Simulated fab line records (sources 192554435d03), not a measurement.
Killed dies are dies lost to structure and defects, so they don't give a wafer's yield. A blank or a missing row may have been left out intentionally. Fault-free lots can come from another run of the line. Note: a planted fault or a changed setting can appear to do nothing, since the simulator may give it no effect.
Split-lot experiment + flow n5_finfet + 21 wafers read from 7 lots, route of 1938 steps

## THE SPLIT ITSELF
At N5_SD_EPI_N_PEB_07 (peb time 60 s), the setting peb_time_s was moved away from the recipe's 60 s on 8 of the 21 wafers read, by -20.8% to +10.2%. All remaining wafers had this setting at the recipe value.

## SPLIT TO READING: what lies between them in the file, 1 step
- N5_SD_EPI_N_DEVELOP_08: develop time 30 s

## THE READING
cd_nm at N5_SD_EPI_N_CD_MEAS_09, given in nm (cd target 120 nm). On this fab line, fault-free wafers typically give 120.1 nm with a standard deviation of 0.58 nm.

| wafer  | tool, chamber at the split | peb_time_s as run, s | against the recipe | cd_nm, nm | against lot-mates on the recipe |
|--------|----------------------------|----------------------|--------------------|-----------|---------------------------------|
| L075.1 | litho_track-05, 0          | 66.12                | +10.2%             | 122.2     | +3.4                            |
| L075.3 | litho_track-05, 0          | 60                   | recipe             | 118.8     | -                               |
| L075.4 | litho_track-05, 0          | 66.12                | +10.2%             | 122.5     | +3.7                            |
| L077.1 | litho_track-05, 0          | 60                   | recipe             | 119.6     | -                               |
| L077.2 | litho_track-05, 0          | 60                   | recipe             | 119.5     | -                               |
| L077.6 | litho_track-05, 0          | 60                   | recipe             | 119.8     | -                               |
| L083.3 | litho_track-03, 0          | 60                   | recipe             | 119.0     | -                               |
| L083.4 | litho_track-03, 0          | 54.32                | -9.5%              | 116.7     | -2.6                            |
| L083.6 | litho_track-03, 0          | 60                   | recipe             | 119.7     | -                               |
| L090.1 | litho_track-03, 0          | 47.51                | -20.8%             | 110.2     | no lot-mate on the recipe       |
| L090.4 | litho_track-03, 0          | 47.51                | -20.8%             | 110.9     | no lot-mate on the recipe       |
| L090.5 | litho_track-03, 0          | 47.51                | -20.8%             | 111.5     | no lot-mate on the recipe       |
| L091.1 | litho_track-03, 0          | 60                   | recipe             | 118.8     | -                               |
| L091.4 | litho_track-03, 0          | 60                   | recipe             | 118.2     | -                               |
| L091.5 | litho_track-03, 0          | 54.77                | -8.7%              | 116.2     | -2.3                            |
| L094.3 | litho_track-03, 0          | 60                   | recipe             | 119.7     | -                               |
| L094.5 | litho_track-03, 0          | 60                   | recipe             | 120.5     | -                               |
| L094.6 | litho_track-03, 0          | 60                   | recipe             | 120.2     | -                               |
| L095.2 | litho_track-03, 0          | 52.63                | -12.3%             | 114.7     | -5.5                            |
| L095.4 | litho_track-03, 0          | 60                   | recipe             | 120.3     | -                               |
| L095.6 | litho_track-03, 0          | 60                   | recipe             | 120.1     | -                               |

FIT RESULTS
A straight line over all 21 wafers: cd_nm changes by +0.385 nm for each +1% of peb_time_s; r = +0.98; the points scatter about the line by 0.74 nm.
The same after taking each lot's own level away (the mean of its wafers on the recipe; 18 wafers): +0.353 nm for each +1%; r = +0.98; scatter 0.45 nm.
According to that fit, moving peb_time_s by its largest amount changes the reading by 7.4 nm.
The lots' own levels span 118.50 to 120.20 nm, that is 2.9 times the standard deviation above.
So the lot-to-lot level changes the slope little: the two slopes agree.
Check: with one of the wafers moved furthest among these (-12.3%) left out of the fit, the line predicts -3.77 nm for it against its lot-mates. Against them it came out at -5.5 nm.

## ADDITIONAL SPLITS CARRIED BY THESE WAFERS
Before the reading, these wafers also passed through other splits. Each is held against what the fit with the lots' levels taken away leaves over:
| other split on the same wafers                    | wafers away from the commonest value | r with cd_nm (lot level and that fit taken away) |
|---------------------------------------------------|--------------------------------------|--------------------------------------------------|
| N5_WELL_APT_PEB_06 peb_temp_c                     | 5                                    | -0.17                                            |
| N5_WELL_APT_DEVELOP_07 develop_time_s             | 6                                    | +0.15                                            |
| N5_PMOS_HMC_CHANNEL_EPI_PEB_07 peb_time_s         | 7                                    | -0.26                                            |
| N5_PMOS_HMC_CHANNEL_EPI_DEVELOP_08 develop_time_s | 5                                    | -0.57                                            |
| N5_FIN_SAQP_PECVD_48 time_s                       | 6                                    | -0.27                                            |
| N5_FIN_SAQP_PEB_14 peb_time_s                     | 7                                    | -0.55                                            |
| N5_FIN_CUT_COAT_02 spin_rpm                       | 7                                    | -0.11                                            |
| N5_DUMMY_GATE_ETCH_31 target_depth_a              | 6                                    | -0.33                                            |

## THE FILE'S OWN FIT
cd_nm changes by +0.356 nm for each +1% of peb_time_s, r = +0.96.
